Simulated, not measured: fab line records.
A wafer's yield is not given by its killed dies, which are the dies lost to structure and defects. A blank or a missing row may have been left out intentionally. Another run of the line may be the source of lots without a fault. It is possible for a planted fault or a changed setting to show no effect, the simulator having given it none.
fab line records	flow nand-harc
record lots=6	wafers=18	last-day=25
route steps=1159 shown A_SGD_CUT@753 END@1159
lots that met no fault: from a run of the same line without faults
start-h: hours from the record's first day to the start of the lot's first wafer shown	wait-h: hours from the lot's prior step to this one	" identical to the entry in the row above	L1.1+2: a single row standing in for several wafers	- no value present, or no start provided	* or withheld: withheld	< > ~ a bound
route shown NAME@n: names a module that has steps shown in the file, with the first one's number in the route	usual: mean/standard deviation of fault-free wafers	same: alike in all rows	chamber/n: place in a boat	sites: per-site readings	_std_site: standard deviation across them	_edge_site: inner sites' mean taken away from outer sites' mean	radius-mm: for every site, how far away it sits from the centre of the wafer	mask NAME#n: copy n	behind: the last tool/chamber to shape the wafer	hold: what put the lot on hold/how long, in hours/how the hold closed	device: which transistor (n, p or np) failed to switch	end of line: the same wafers' tests at the end of the route	a step with no rows: only its recipe	killed: count of dies lost to structure and defects at first sort (not the wafer's yield)	map: a wafer's dies, marking killed ones x, the rest . and places with no die _
set.NAME: setting as actually run; set.NAME@STEP: the setting as run at that earlier step	model.NAME: the simulator's own value behind a step, which no gauge read
a table for each step, a row for each wafer; lots at some steps of the route
services: when a tool's chamber went out of use (start-h, in hours from the record's first day, below 0 if earlier), for how many hours, and the reason
## steps
# step NHARC_A_SGD_CUT_SOFTBAKE_04
# recipe temp-c=105	time-s=55
# step NHARC_A_SGD_CUT_EBR_05
# step NHARC_A_SGD_CUT_EXPOSE_06
# recipe na=1.35	dose-mj=85.59	mask-id=SGD
# step NHARC_A_SGD_CUT_PEB_07
# recipe peb-temp-c=100	peb-time-s=65
# step NHARC_A_SGD_CUT_DEVELOP_08
# recipe develop-time-s=35	dev-temp-c=23
# step NHARC_A_SGD_CUT_CD_MEAS_09
# recipe target-cd-nm=100	landing-energy-ev=500
# usual cd-nm=100.1/0.56
lot.wafer	tool	chamber	start-h	wait-h	cd-nm
L307.1	cd-sem-02	0	299.06	-	99.3
L307.3	"	0	"	"	100.0
L307.6	"	0	"	"	99.0
L314.1	cd-sem-01	0	352.11	-	99.3
L314.4	"	0	"	"	100.0
L314.6	"	0	"	"	99.7
L324.2	cd-sem-02	0	416.75	-	100.1
L324.4	"	0	"	"	100.4
L324.6	"	0	"	"	101.1
L323.3	cd-sem-02	0	417.21	-	100.0
L323.4	"	0	"	"	100.2
L323.5	"	0	"	"	101.0
L328.2	cd-sem-03	0	442.83	-	101.6
L328.5	"	0	"	"	100.3
L328.6	"	0	"	"	99.7
L329.1	cd-sem-01	0	463.00	-	100.0
L329.2	"	0	"	"	100.0
L329.5	"	0	"	"	100.4
# step NHARC_A_SGD_CUT_OVL_MEAS_10
# usual overlay-x-nm=0.1/0.97	overlay-y-nm=0.0/0.99
lot.wafer	tool	chamber	start-h	wait-h	overlay-x-nm	overlay-y-nm
L307.1	overlay-02	-	299.15	-	0.0	-1.1
L307.3	"	-	"	"	-0.2	-0.9
L307.6	"	-	"	"	-0.2	-0.7
L314.1	overlay-01	-	352.20	-	-0.1	-1.0
L314.4	"	-	"	"	0.1	-0.9
L314.6	"	-	"	"	-0.1	-0.5
L324.2	overlay-02	-	416.84	-	-0.8	-0.9
L324.4	"	-	"	"	-0.2	-0.2
L324.6	"	-	"	"	-0.8	-0.2
L323.3	overlay-01	-	417.30	-	1.3	0.4
L323.4	"	-	"	"	1.3	0.8
L323.5	"	-	"	"	0.6	1.1
L328.2	overlay-02	-	442.92	-	-0.8	-1.6
L328.5	"	-	"	"	-1.1	-2.1
L328.6	"	-	"	"	-0.8	-0.8
L329.1	overlay-02	-	463.09	-	-0.1	0.0
L329.2	"	-	"	"	-0.2	0.3
L329.5	"	-	"	"	-0.4	-0.2
# step NHARC_A_SGD_CUT_INSPECT_11
# usual raw-defect-count=17/9.1
lot.wafer	tool	chamber	start-h	wait-h	raw-defect-count
L307.1	defect-inspect-02	-	299.19	0.0	14
L307.3	"	-	"	"	9
L307.6	"	-	"	"	17
L314.1	defect-inspect-01	-	352.23	0.0	9
L314.4	"	-	"	"	10
L314.6	"	-	"	"	8
L324.2	defect-inspect-01	-	416.87	0.0	24
L324.4	"	-	"	"	32
L324.6	"	-	"	"	32
L323.3	defect-inspect-01	-	417.33	0.0	12
L323.4	"	-	"	"	11
L323.5	"	-	"	"	9
L328.2	defect-inspect-01	-	442.96	0.0	10
L328.5	"	-	"	"	19
L328.6	"	-	"	"	14
L329.1	defect-inspect-01	-	463.13	0.0	1
L329.2	"	-	"	"	6
L329.5	"	-	"	"	2
# step NHARC_A_SGD_CUT_DESCUM_14
# recipe time-s=3	o2-flow-sccm=200	ar-flow-sccm=0	bias-power-w=0	chemistry=O2
# usual drypump-motor-current-A=5.9/0.57	oes-product-au=0.999/0.015	rf-vpp-V=58.0/0.84	showerhead-plenum-p-Torr=1.96/0.085	throttle-valve-pct=11.311/0.0093
lot.wafer	tool	chamber	start-h	wait-h	drypump-motor-current-A	oes-product-au	rf-hours-counter-h	rf-vpp-V	showerhead-plenum-p-Torr	throttle-valve-pct
L307.1	rie-diel-08	0	299.27	0.1	5.6	0.989	15	57.2	1.77	11.311
L307.3	"	1	"	"	6.0	1.006	15	58.5	2.03	11.305
L307.6	"	2	"	"	5.7	0.997	-	58.6	1.82	11.324
L314.1	rie-diel-09	2	352.30	0.1	6.3	0.990	6	58.6	2.03	11.310
L314.4	"	3	"	"	6.0	1.024	6	58.4	2.05	11.306
L314.6	"	1	"	"	6.7	0.991	-	58.8	2.00	11.313
L324.4	rie-diel-03	1	416.93	0.1	5.4	0.998	2	58.9	2.05	11.307
L324.2	"	3	"	"	5.3	0.995	1	57.9	1.92	11.313
L324.6	"	1	"	"	5.3	1.009	-	59.3	2.05	11.296
L323.3	rie-diel-08	3	417.40	0.1	5.0	0.997	8	57.8	1.91	11.286
L323.4	"	1	"	"	6.0	1.023	9	58.4	2.02	11.308
L323.5	"	3	"	"	5.0	0.995	-	56.8	1.91	11.309
L328.2	rie-diel-09	3	443.03	0.1	5.9	1.009	0	59.4	2.05	11.319
L328.5	"	1	"	"	6.6	0.993	-	56.6	1.99	11.327
L328.6	"	2	"	"	6.3	0.999	-	57.8	2.03	11.311
L329.2	rie-diel-09	1	463.21	0.1	6.7	0.995	2	57.6	1.99	11.309
L329.1	"	2	"	"	6.3	1.006	2	57.9	2.03	11.305
L329.5	"	3	"	"	5.9	1.010	-	58.0	2.05	11.302
# step NHARC_A_SGD_CUT_ETCH_58
# recipe target-depth-a=390	over-etch-frac=0.3	time-s=65	ion-energy-ev=80	cf4-flow-sccm=150	ar-flow-sccm=0	rf-w=300	bias-w=100	chemistry=CF4
# usual bias-w=99.97/0.3	cf4-flow-sccm=150.1/0.45	drypump-motor-current-A=5.9/0.57	oes-product-au=1.000/0.015	rf-vpp-V=151.8/1.1	showerhead-plenum-p-Torr=1.81/0.074	throttle-valve-pct=13.284/0.0087
# same over-etch-frac=0.3
lot.wafer	tool	chamber	start-h	wait-h	bias-w	cf4-flow-sccm	drypump-motor-current-A	oes-product-au	rf-hours-counter-h	rf-vpp-V	showerhead-plenum-p-Torr	throttle-valve-pct
L307.3	rie-diel-08	1	299.34	0.1	99.77	150.0	6.0	1.008	15	151.8	1.87	13.254
L307.1	"	3	"	"	99.92	150.9	5.0	1.001	16	150.5	1.77	13.294
L307.6	"	0	"	"	100.10	150.5	5.6	1.004	-	150.1	1.65	13.283
L314.1	rie-diel-09	2	352.39	0.1	100.11	150.0	6.3	0.991	6	152.6	1.87	13.285
L314.4	"	3	"	"	99.98	149.7	5.9	1.029	6	152.2	1.89	13.286
L314.6	"	1	"	"	100.13	150.3	6.8	0.983	-	150.5	1.84	13.282
L324.4	rie-diel-03	0	417.02	0.1	99.69	150.2	4.8	0.999	2	150.5	1.79	13.277
L324.2	"	2	"	"	100.17	149.9	6.9	0.996	1	151.5	1.72	13.296
L324.6	"	0	"	"	100.20	149.9	4.8	0.992	-	149.7	1.79	13.289
L323.3	rie-diel-08	1	417.48	0.1	99.87	149.6	6.0	1.038	9	152.1	1.86	13.292
L323.4	"	2	"	"	99.97	149.7	5.7	1.006	10	150.1	1.68	13.282
L323.5	"	0	"	"	100.22	149.9	5.6	1.009	-	149.5	1.65	13.276
L328.2	rie-diel-09	2	443.11	0.1	100.45	149.8	6.3	1.010	0	152.6	1.87	13.280
L328.6	"	0	"	"	99.94	149.3	5.9	0.990	-	151.6	1.83	13.305
L328.5	"	1	"	"	99.91	151.2	6.8	0.996	-	151.3	1.84	13.280
L329.1	rie-diel-09	2	463.28	0.1	99.74	150.6	6.3	1.009	2	154.1	1.87	13.290
L329.2	"	0	"	"	99.70	149.9	5.9	0.983	3	151.8	1.83	13.289
L329.5	"	3	"	"	100.04	149.8	5.9	1.009	-	152.2	1.89	13.284
# step NHARC_A_SGD_CUT_ETCH_59
# recipe target-depth-a=2600	over-etch-frac=0.25	time-s=406.25	ion-energy-ev=200	n2-flow-sccm=150	h2-flow-sccm=150	ar-flow-sccm=0	rf-w=400	bias-w=150	chemistry=N2/H2
# usual bias-w=150.0/0.45	chamber-pressure-mTorr=29.999/0.026	drypump-motor-current-A=5.9/0.57	oes-product-au=1.000/0.013	rf-vpp-V=432.0/2.7	showerhead-plenum-p-Torr=2.10/0.095	throttle-valve-pct=14.171/0.0094
# same over-etch-frac=0.25
lot.wafer	tool	chamber	start-h	wait-h	bias-w	chamber-pressure-mTorr	drypump-motor-current-A	oes-product-au	rf-hours-counter-h	rf-vpp-V	showerhead-plenum-p-Torr	throttle-valve-pct
L307.3	rie-diel-08	3	-	-	150.5	30.051	5.0	0.991	16	430.6	2.04	14.172
L307.1	"	1	"	"	150.2	30.026	6.0	1.003	15	434.0	2.16	14.177
L307.6	"	3	"	"	149.8	30.021	5.0	0.992	-	430.8	2.04	14.180
L314.1	rie-diel-09	2	-	-	150.8	30.012	6.3	0.992	6	434.3	2.17	14.181
L314.4	"	3	"	"	150.4	29.959	6.0	1.025	6	434.6	2.19	14.174
L314.6	"	2	"	"	151.1	29.988	6.3	1.002	-	433.6	2.17	14.158
L324.2	rie-diel-03	2	-	-	150.2	29.976	6.8	1.009	2	428.2	1.98	14.181
L324.4	"	3	"	"	149.8	29.965	5.3	0.998	2	430.6	2.05	14.188
L324.6	"	3	"	"	150.1	30.020	5.2	0.993	-	430.4	2.05	14.174
L323.3	rie-diel-08	3	-	-	150.0	29.970	5.0	0.995	8	429.8	2.04	14.185
L323.4	"	1	"	"	149.7	30.002	6.1	1.021	9	433.8	2.16	14.168
L323.5	"	0	"	"	150.5	30.010	5.6	0.998	-	426.2	1.88	14.167
L328.2	rie-diel-09	1	-	-	150.5	29.965	6.7	1.001	0	432.9	2.13	14.186
L328.6	"	3	"	"	149.8	30.055	6.0	1.014	-	433.6	2.19	14.168
L328.5	"	0	"	"	150.5	30.008	5.9	0.996	-	431.6	2.12	14.162
L329.2	rie-diel-09	3	-	-	150.0	29.934	5.9	1.002	2	433.4	2.19	14.157
L329.1	"	0	"	"	150.4	29.985	5.9	0.992	3	433.3	2.12	14.181
L329.5	"	3	"	"	149.5	30.016	5.9	1.019	-	434.8	2.19	14.163
# step NHARC_A_SGD_CUT_ETCH_15
# recipe target-depth-a=750	time-s=64.3	ch3f-flow-sccm=50	o2-flow-sccm=30	ar-flow-sccm=200	rf-w=500	bias-w=100	chemistry=CH3F/O2
# usual bias-w=100.00/0.28	ch3f-flow-sccm=49.99/0.14	drypump-motor-current-A=5.9/0.57	oes-product-au=0.965/0.02	rf-vpp-V=264.6/1.8	showerhead-plenum-p-Torr=2.52/0.11	throttle-valve-pct=20.664/0.0095
lot.wafer	tool	chamber	start-h	wait-h	bias-w	ch3f-flow-sccm	drypump-motor-current-A	oes-product-au	rf-hours-counter-h	rf-vpp-V	showerhead-plenum-p-Torr	throttle-valve-pct
L307.3	rie-diel-08	2	-	-	99.39	50.11	5.7	0.957	16	263.1	2.34	20.652
L307.1	"	3	"	"	100.25	50.12	5.0	0.957	16	264.5	2.46	20.656
L307.6	"	0	"	"	100.43	50.15	5.6	0.969	-	261.2	2.29	20.654
L314.1	rie-diel-09	2	-	-	100.29	50.29	6.3	0.956	6	266.0	2.61	20.648
L314.4	"	3	"	"	99.88	49.90	5.9	1.007	6	265.7	2.63	20.662
L314.6	"	2	"	"	100.18	50.09	6.3	0.960	-	265.3	2.61	20.676
L324.2	rie-diel-03	0	-	-	99.90	50.09	4.8	0.991	2	264.6	2.50	20.649
L324.4	"	1	"	"	100.25	50.04	5.3	0.963	2	265.5	2.63	20.658
L324.6	"	2	"	"	100.00	49.81	6.9	0.967	-	263.8	2.39	20.658
L323.4	rie-diel-08	2	-	-	100.20	49.83	5.7	0.959	10	263.1	2.34	20.664
L323.3	"	0	"	"	100.26	50.13	5.6	0.959	11	260.4	2.28	20.659
L323.5	"	1	"	"	100.28	50.30	6.0	0.985	-	265.4	2.60	20.661
L328.2	rie-diel-09	1	-	-	99.82	50.14	6.7	0.944	0	264.8	2.56	20.657
L328.6	"	0	"	"	99.62	50.04	5.9	0.963	-	267.1	2.55	20.661
L328.5	"	1	"	"	99.83	49.93	6.7	0.962	-	265.4	2.56	20.672
L329.1	rie-diel-09	1	-	-	99.83	49.98	6.8	0.979	3	265.2	2.56	20.679
L329.2	"	0	"	"	100.20	49.97	5.9	0.937	3	265.3	2.55	20.667
L329.5	"	1	"	"	99.90	50.17	6.8	0.972	-	264.6	2.56	20.662
# step NHARC_A_SGD_CUT_ETCH_16
# recipe target-depth-a=3105	time-s=155.2	c4f8-flow-sccm=withheld	o2-flow-sccm=8	ar-flow-sccm=withheld	rf-w=600	bias-w=800	chemistry=C4F8/O2/Ar
# usual bias-w=799.8/2.4	chamber-pressure-mTorr=25.002/0.026	oes-product-au=0.975/0.017	rf-vpp-V=726/4.6
lot.wafer	tool	chamber	start-h	wait-h	bias-w	chamber-pressure-mTorr	oes-product-au	rf-hours-counter-h	rf-vpp-V
L307.1	rie-diel-08	2	299.83	-	799.8	24.996	0.966	16	718
L307.3	"	0	"	"	799.8	24.991	0.980	15	714
L307.6	"	1	"	"	796.5	24.995	1.001	-	730
L314.4	rie-diel-09	0	352.89	-	797.8	24.955	0.982	5	729
L314.1	"	1	"	"	802.1	25.022	0.966	6	728
L314.6	"	2	"	"	794.9	24.995	0.962	-	727
L324.4	rie-diel-03	1	417.50	-	-	-	-	-	-
L324.2	"	2	"	"	-	-	-	-	-
L324.6	"	1	"	"	-	-	-	-	-
L323.4	rie-diel-08	1	417.98	-	-	-	-	-	-
L323.3	"	2	"	"	-	-	-	-	-
L323.5	"	0	"	"	-	-	-	-	-
L328.2	rie-diel-09	1	443.59	-	796.1	24.995	0.978	0	728
L328.5	"	1	"	"	796.2	25.049	0.969	-	726
L328.6	"	2	"	"	799.6	24.945	0.969	-	729
L329.1	rie-diel-09	1	463.76	-	797.4	25.004	0.982	3	726
L329.2	"	2	"	"	801.1	24.992	0.996	2	730
L329.5	"	2	"	"	802.1	25.010	0.993	-	729
# step NHARC_A_SGD_CUT_STRIP_60
# recipe c4f8-flow-sccm=withheld	o2-flow-sccm=8	ar-flow-sccm=withheld	bias-w=0	chemistry=C4F8/O2/Ar
# step NHARC_END_SORT_01
# recipe temp-c=25
# usual killed-at-array=27/10	killed-at-other=0.6/0.83	killed-at-periphery=2.4/1.8	killed-dies=30/10	killed-open=3.3/1.7	killed-short=1.8/1.4
# same gross-dies=677
lot.wafer	tool	chamber	start-h	wait-h	hold	killed-at-array	killed-at-other	killed-at-periphery	killed-dies	killed-open	killed-short
L314.1	prober-02	0	485.69	2.5	-	18	0	3	21	7	2
L314.4	prober-02	0	488.09	3.4	-	11	2	0	13	2	1
L314.6	prober-02	0	489.69	4.0	-	13	0	1	14	5	4
L324.2	prober-02	0	544.74	2.8	await-dispo/2.5h/scrap	676	0	1	677	1	0
L324.4	prober-02	0	546.35	3.4	await-dispo/2.5h/scrap	674	0	3	677	0	1
L324.6	prober-02	0	547.96	4.0	await-dispo/2.5h/scrap	672	0	5	677	4	2
L323.3	prober-01	0	545.54	3.1	await-dispo/2.0h/scrap	672	1	4	677	3	2
L323.4	prober-01	0	546.34	3.4	await-dispo/2.0h/scrap	674	1	2	677	3	4
L323.5	prober-01	0	547.14	3.7	await-dispo/2.0h/scrap	674	1	2	677	5	2
L328.2	prober-02	0	571.57	2.8	-	42	0	2	44	5	1
L328.5	prober-02	0	573.93	3.6	-	47	0	4	51	5	4
L328.6	prober-02	0	574.72	3.9	-	43	0	5	48	3	3
L329.1	prober-02	0	586.35	2.5	-	29	0	4	33	4	1
L329.2	prober-02	0	587.15	2.8	-	25	2	3	30	4	3
L329.5	prober-02	0	589.53	3.7	-	27	0	1	28	2	1
# killed by level:class
L314.1 A_CHANNEL_HOLE_D1:chamber-film-flake=4 A_CONTACT:chamber-film-flake=4 A_CONTACT:geometric-particle:open=2 A_CHANNEL_FILL_D1:chamber-film-flake=2 A_STAIRCASE:chamber-film-flake=2 P_GATE:geometric-particle:open=1 P_CONTACT:geometric-particle:open=1 P_M0:geometric-particle:open=1
L314.4 A_CHANNEL_HOLE_D1:chamber-film-flake=7 THIN_TSV:chamber-film-flake=2 A_ONON_D1:geometric-particle:short=1 A_CONTACT:geometric-particle:open=1 A_M0:geometric-particle:open=1 A_CHANNEL_FILL_D1:chamber-film-flake=1
L314.6 A_M0:geometric-particle:open=2 A_CHANNEL_HOLE_D1:chamber-film-flake=2 A_CHANNEL_FILL_D1:chamber-film-flake=2 P_GATE:geometric-particle:short=1 A_SOURCE_PLATE:geometric-particle:open=1 A_SGD_CUT:geometric-particle:open=1 A_WL_FILL:geometric-particle:short=1 A_CONTACT:geometric-particle:open=1
L324.2 A_SGD_CUT:area-etch=654 A_CHANNEL_HOLE_D1:chamber-film-flake=15 A_CONTACT:chamber-film-flake=5 A_CHANNEL_HOLE_D1:geometric-particle:open=1 P_STI:chamber-film-flake=1 A_STAIRCASE:chamber-film-flake=1
L323.3 A_SGD_CUT:area-etch=655 A_STAIRCASE:chamber-film-flake=4 A_BLC:chamber-film-flake=4 A_CHANNEL_HOLE_D1:chamber-film-flake=3 A_CHANNEL_FILL_D1:geometric-particle:short=2 P_STI:chamber-film-flake=2 A_CONTACT:chamber-film-flake=2 P_M0:geometric-particle:open=1
L323.4 A_SGD_CUT:area-etch=647 A_CHANNEL_HOLE_D1:chamber-film-flake=8 A_BLC:chamber-film-flake=8 A_STAIRCASE:chamber-film-flake=4 P_GATE:geometric-particle:short=1 P_GATE:geometric-particle:open=1 A_ONON_D1:geometric-particle:open=1 A_CHANNEL_HOLE_D1:geometric-particle:short=1
L324.4 A_SGD_CUT:area-etch=642 A_CHANNEL_HOLE_D1:chamber-film-flake=21 A_CONTACT:chamber-film-flake=5 P_STI:chamber-film-flake=2 A_STAIRCASE:chamber-film-flake=2 A_M0:chamber-film-flake=2 A_BLC:geometric-particle:short=1 P_GATE:chamber-film-flake=1
L323.5 A_SGD_CUT:area-etch=654 A_CHANNEL_HOLE_D1:chamber-film-flake=5 A_STAIRCASE:chamber-film-flake=4 A_BLC:chamber-film-flake=3 A_CONTACT:geometric-particle:open=2 A_CONTACT:chamber-film-flake=2 P_M0:geometric-particle:open=1 P_M0:geometric-particle:short=1
L324.6 A_SGD_CUT:area-etch=638 A_CHANNEL_HOLE_D1:chamber-film-flake=20 A_STAIRCASE:chamber-film-flake=6 A_CONTACT:geometric-particle:open=3 P_STI:chamber-film-flake=3 A_CONTACT:chamber-film-flake=3 P_M0:geometric-particle:short=1 P_M1:geometric-particle:open=1
L328.2 A_SLIT:chamber-film-flake=16 A_CHANNEL_HOLE_D1:chamber-film-flake=7 A_CONTACT:chamber-film-flake=7 A_SGD_CUT:chamber-film-flake=5 A_CONTACT:geometric-particle:open=2 A_M0:geometric-particle:open=2 A_SGD_CUT:geometric-particle:short=1 A_SGD_CUT:geometric-particle:open=1
L328.5 A_SLIT:chamber-film-flake=17 A_CHANNEL_HOLE_D1:chamber-film-flake=9 A_CONTACT:chamber-film-flake=6 A_SGD_CUT:chamber-film-flake=4 P_ZERO_WELL:chamber-film-flake=3 A_ONON_D1:geometric-particle:short=2 A_ONON_D1:geometric-particle:open=2 A_CONTACT:geometric-particle:open=2
L328.6 A_SLIT:chamber-film-flake=17 A_CHANNEL_HOLE_D1:chamber-film-flake=9 A_SGD_CUT:chamber-film-flake=6 A_CONTACT:chamber-film-flake=6 P_M2:chamber-film-flake=3 P_CONTACT:geometric-particle:open=1 A_ONON_D1:geometric-particle:short=1 A_SGD_CUT:geometric-particle:short=1
L329.1 A_SLIT:chamber-film-flake=24 A_M1:geometric-particle:open=2 P_STI:chamber-film-flake=2 P_GATE:geometric-particle:open=1 A_CONTACT:geometric-particle:short=1 A_M0:geometric-particle:open=1 P_GATE:chamber-film-flake=1 A_CONTACT:chamber-film-flake=1
L329.2 A_SLIT:chamber-film-flake=14 A_CHANNEL_FILL_D1:geometric-particle:open=2 A_STAIRCASE:chamber-film-flake=2 THIN_TSV:chamber-film-flake=2 P_M1:geometric-particle:open=1 A_ONON_D1:geometric-particle:short=1 A_WL_FILL:geometric-particle:short=1 A_CONTACT:geometric-particle:open=1
L329.5 A_SLIT:chamber-film-flake=21 A_CONTACT:chamber-film-flake=2 A_ONON_D1:geometric-particle:short=1 A_WL_FILL:geometric-particle:open=1 A_CONTACT:geometric-particle:open=1 P_GATE:chamber-film-flake=1 A_ZERO_WELL:chamber-film-flake=1
# map L323.3 (x killed, . not)
____________x____________
_________xxxxxxx_________
_______xxxxxxxxxxx_______
______xxxxxxxxxxxxx______
_____xxxxxxxxxxxxxxx_____
____xxxxxxxxxxxxxxxxx____
____xxxxxxxxxxxxxxxxx____
___xxxxxxxxxxxxxxxxxxx___
___xxxxxxxxxxxxxxxxxxx___
__xxxxxxxxxxxxxxxxxxxxx__
__xxxxxxxxxxxxxxxxxxxxx__
_xxxxxxxxxxxxxxxxxxxxxxx_
_xxxxxxxxxxxxxxxxxxxxxxx_
_xxxxxxxxxxxxxxxxxxxxxxx_
_xxxxxxxxxxxxxxxxxxxxxxx_
_xxxxxxxxxxxxxxxxxxxxxxx_
xxxxxxxxxxxxxxxxxxxxxxxxx
xxxxxxxxxxxxxxxxxxxxxxxxx
xxxxxxxxxxxxxxxxxxxxxxxxx
xxxxxxxxxxxxxxxxxxxxxxxxx
xxxxxxxxxxxxxxxxxxxxxxxxx
_xxxxxxxxxxxxxxxxxxxxxxx_
_xxxxxxxxxxxxxxxxxxxxxxx_
_xxxxxxxxxxxxxxxxxxxxxxx_
_xxxxxxxxxxxxxxxxxxxxxxx_
_xxxxxxxxxxxxxxxxxxxxxxx_
__xxxxxxxxxxxxxxxxxxxxx__
__xxxxxxxxxxxxxxxxxxxxx__
___xxxxxxxxxxxxxxxxxxx___
___xxxxxxxxxxxxxxxxxxx___
____xxxxxxxxxxxxxxxxx____
____xxxxxxxxxxxxxxxxx____
_____xxxxxxxxxxxxxxx_____
______xxxxxxxxxxxxx______
_______xxxxxxxxxxx_______
_________xxxxxxx_________
____________x____________
# map L324.2 (x killed, . not)
____________x____________
_________xxxxxxx_________
_______xxxxxxxxxxx_______
______xxxxxxxxxxxxx______
_____xxxxxxxxxxxxxxx_____
____xxxxxxxxxxxxxxxxx____
____xxxxxxxxxxxxxxxxx____
___xxxxxxxxxxxxxxxxxxx___
___xxxxxxxxxxxxxxxxxxx___
__xxxxxxxxxxxxxxxxxxxxx__
__xxxxxxxxxxxxxxxxxxxxx__
_xxxxxxxxxxxxxxxxxxxxxxx_
_xxxxxxxxxxxxxxxxxxxxxxx_
_xxxxxxxxxxxxxxxxxxxxxxx_
_xxxxxxxxxxxxxxxxxxxxxxx_
_xxxxxxxxxxxxxxxxxxxxxxx_
xxxxxxxxxxxxxxxxxxxxxxxxx
xxxxxxxxxxxxxxxxxxxxxxxxx
xxxxxxxxxxxxxxxxxxxxxxxxx
xxxxxxxxxxxxxxxxxxxxxxxxx
xxxxxxxxxxxxxxxxxxxxxxxxx
_xxxxxxxxxxxxxxxxxxxxxxx_
_xxxxxxxxxxxxxxxxxxxxxxx_
_xxxxxxxxxxxxxxxxxxxxxxx_
_xxxxxxxxxxxxxxxxxxxxxxx_
_xxxxxxxxxxxxxxxxxxxxxxx_
__xxxxxxxxxxxxxxxxxxxxx__
__xxxxxxxxxxxxxxxxxxxxx__
___xxxxxxxxxxxxxxxxxxx___
___xxxxxxxxxxxxxxxxxxx___
____xxxxxxxxxxxxxxxxx____
____xxxxxxxxxxxxxxxxx____
_____xxxxxxxxxxxxxxx_____
______xxxxxxxxxxxxx______
_______xxxxxxxxxxx_______
_________xxxxxxx_________
____________x____________
## services
tool	chamber	start-h	hours	kind
rie-diel-09	0	287.62	-	clean
rie-diel-09	1	287.62	-	clean
rie-diel-09	2	287.62	-	clean
rie-diel-09	3	287.62	-	clean
rie-diel-09	0	298.13	4.3	repair
rie-diel-08	-	301.86	9.0	pm
rie-diel-09	0	312.12	-	clean
rie-diel-09	1	312.12	-	clean
rie-diel-09	2	312.12	-	clean
rie-diel-09	3	312.12	-	clean
rie-diel-08	1	329.97	12.8	repair
rie-diel-09	0	336.62	-	clean
rie-diel-09	1	336.62	-	clean
rie-diel-09	2	336.62	-	clean
rie-diel-09	3	336.62	-	clean
rie-diel-08	1	346.33	9.3	repair
rie-diel-09	0	361.12	-	clean
rie-diel-09	1	361.12	-	clean
rie-diel-09	2	361.12	-	clean
rie-diel-09	-	370.91	1.0	repair
rie-diel-08	3	373.46	14.7	repair
rie-diel-03	-	392.31	9.0	pm
rie-diel-08	-	424.65	61.7	repair
rie-diel-09	-	431.12	9.0	pm
## key
first-sign step=NHARC_A_SGD_CUT_ETCH_16	reading=tool-record	direction=missing
effect step=NHARC_END_SORT_01	reading=killed-at-array	direction=up	sigmas=63	usual=27	struck=674
more-kills-born-at NHARC_A_SGD_CUT_ETCH_16@rie-diel-08=1956	NHARC_A_SGD_CUT_ETCH_16@rie-diel-03=1934
met-at NHARC_A_SGD_CUT_ETCH_16
struck-wafers L323.3,L323.4,L323.5,L324.2,L324.4,L324.6
later-rows-left-out L323.3,L323.4,L323.5,L324.2,L324.4,L324.6
tester-left-out L323,L324
onset-between 299.83 417.50
fault kind=skipped-step-whole	tool=rie-diel-03,rie-diel-08	chamber=-	onset-h=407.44	steps=NHARC_A_SGD_CUT_ETCH_16	scope=struck-lots-only
# tester-left-out: of these lots the tester's yield and bins aren't shown, on N5 and GAA mostly nor the transistor test; their killed dies are dies lost to structure and defects alone, not to doping, threshold or leakage, so they don't give the yield
# later-rows-left-out: the simulator's readings of these wafers behind a module that went badly wrong aren't trusted and aren't shown, but for the sort
